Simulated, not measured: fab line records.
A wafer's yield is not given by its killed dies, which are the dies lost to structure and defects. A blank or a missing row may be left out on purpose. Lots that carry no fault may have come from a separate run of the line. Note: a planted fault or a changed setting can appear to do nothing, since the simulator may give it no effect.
Matching of chambers | flow n5 finfet | cvd co-01 running N5_BEOL_M2_PRE_CLEAN_60: 3 sister chambers
The step time 15 s. 3 wafers are shown with their chamber, then 12 later ones without.

## EACH WAFER AND ITS CHAMBER
wafer  | chamber | heater power w (W)
L087.1 | 1       | 86
L087.5 | 0       | 93
L087.6 | 2       | 92

## WAFERS WITHOUT THEIR CHAMBER
wafer  | heater power w (W)
L090.2 | 86
L090.3 | 88
L090.5 | 92
L091.2 | 90
L091.5 | 88
L091.6 | 85
L094.2 | 88
L094.3 | 92
L094.5 | 89
L096.1 | 86
L096.4 | 93
L096.6 | 86

## WHICH CHAMBER EACH ONE RAN IN
wafer  | from the rows above          | in truth
L090.2 | 1                            | 1
L090.3 | can't be placed: 1 or 2      | 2
L090.5 | can't be placed: 2 or 0      | 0
L091.2 | can't be placed: 2 or 0 or 1 | 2
L091.5 | can't be placed: 1 or 2      | 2
L091.6 | 1                            | 1
L094.2 | can't be placed: 1 or 2      | 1
L094.3 | can't be placed: 2 or 0      | 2
L094.5 | can't be placed: 1 or 2 or 0 | 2
L096.1 | 1                            | 1
L096.4 | can't be placed: 0 or 2      | 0
L096.6 | 1                            | 1
Placed correctly: 4 of 12. Not placeable from these rows: 8 (in 8, the candidates include the true chamber). Placed wrongly: 0.
How it was worked out, from the rows above alone: a wafer's distance from a chamber is the root of the sum, over the readings, of the square of ((its reading less the chamber's mean) divided by the reading's scatter). The wafer belongs to the nearest chamber; if the next one is less than 2 further off, it can't be placed. A chamber's mean is the mean of its shown wafers. The scatter: root of mean squared gap, hidden wafer to nearest shown wafer, with one shown wafer a chamber.
